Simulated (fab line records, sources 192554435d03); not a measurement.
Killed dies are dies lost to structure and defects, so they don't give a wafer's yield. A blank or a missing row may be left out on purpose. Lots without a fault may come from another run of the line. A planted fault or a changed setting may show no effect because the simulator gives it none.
Chamber matching | flow n5_finfet | N5_FIN_SAQP_SPACER1_ETCHBACK_25 on rie_diel-03: 4 sister chambers
The step etches SiO2 in CHF3/O2, target depth 24.4 nm, time 12.2 s. 16 wafers are shown with their chamber, then 8 later ones without.

WAFERS WITH THEIR CHAMBER
wafer  | chamber | drypump_motor_current_A (A) | showerhead_plenum_p_Torr (Torr) | rf_vpp_V (V)
L074.2 | 1       | 6.6                         | 2.32                            | 507
L074.3 | 2       | 4.8                         | 2.36                            | 536
L074.4 | 0       | 5.0                         | 2.48                            | 521
L078.3 | 0       | 5.0                         | 2.48                            | 518
L078.5 | 2       | 4.8                         | 2.36                            | 535
L078.6 | 1       | 6.5                         | 2.32                            | 505
L079.1 | 3       | 6.5                         | 2.30                            | 531
L079.4 | 3       | 6.5                         | 2.30                            | 532
L079.6 | 2       | 4.8                         | 2.36                            | 536
L082.1 | 1       | 6.6                         | 2.31                            | 504
L082.3 | 2       | 4.8                         | 2.36                            | 534
L082.6 | 3       | 6.5                         | 2.30                            | 531
L084.3 | 3       | 6.5                         | 2.29                            | 531
L084.5 | 1       | 6.6                         | 2.31                            | 507
L084.6 | 0       | 5.0                         | 2.47                            | 519
L088.2 | 2       | 4.8                         | 2.35                            | 536

SIGNATURES (means of the wafers above)
reading                  | chamber 0 | chamber 1 | chamber 2 | chamber 3 | scatter within a chamber
drypump_motor_current_A  | 5.000     | 6.575     | 4.800     | 6.500     | 0.025
showerhead_plenum_p_Torr | 2.4767    | 2.3150    | 2.3580    | 2.2975    | 0.00518
rf_vpp_V                 | 519.33    | 505.75    | 535.40    | 531.25    | 1.13
Rule: a wafer's distance from a chamber is the root of the sum, over the readings, of the square of ((its reading less the chamber's mean) divided by the reading's scatter). The wafer belongs to the nearest chamber; if the next one is less than 2 further off, it can't be placed. The scatter: the root of (the sum of the squares of (reading less its chamber's mean) over the shown wafers, divided by (wafers less chambers)).

WAFERS WITHOUT THEIR CHAMBER
wafer  | drypump_motor_current_A (A) | showerhead_plenum_p_Torr (Torr) | rf_vpp_V (V)
L088.5 | 5.0                         | 2.47                            | 518
L088.6 | 4.8                         | 2.35                            | 535
L091.2 | 6.5                         | 2.58                            | 541
L091.4 | 4.8                         | 2.35                            | 534
L091.5 | 6.5                         | 2.58                            | 540
L097.2 | 5.0                         | 2.46                            | 519
L097.3 | 6.5                         | 2.58                            | 539
L097.6 | 6.6                         | 2.30                            | 506

WHICH CHAMBER EACH WENT THROUGH
wafer  | from the rows above | in truth
L088.5 | 0                   | 0
L088.6 | 2                   | 2
L091.2 | 3                   | 3
L091.4 | 2                   | 2
L091.5 | 3                   | 3
L097.2 | 0                   | 0
L097.3 | 3                   | 3
L097.6 | 1                   | 1
Placed correctly: 8 of 8. Can't be placed from these rows: 0. Placed wrongly: 0.
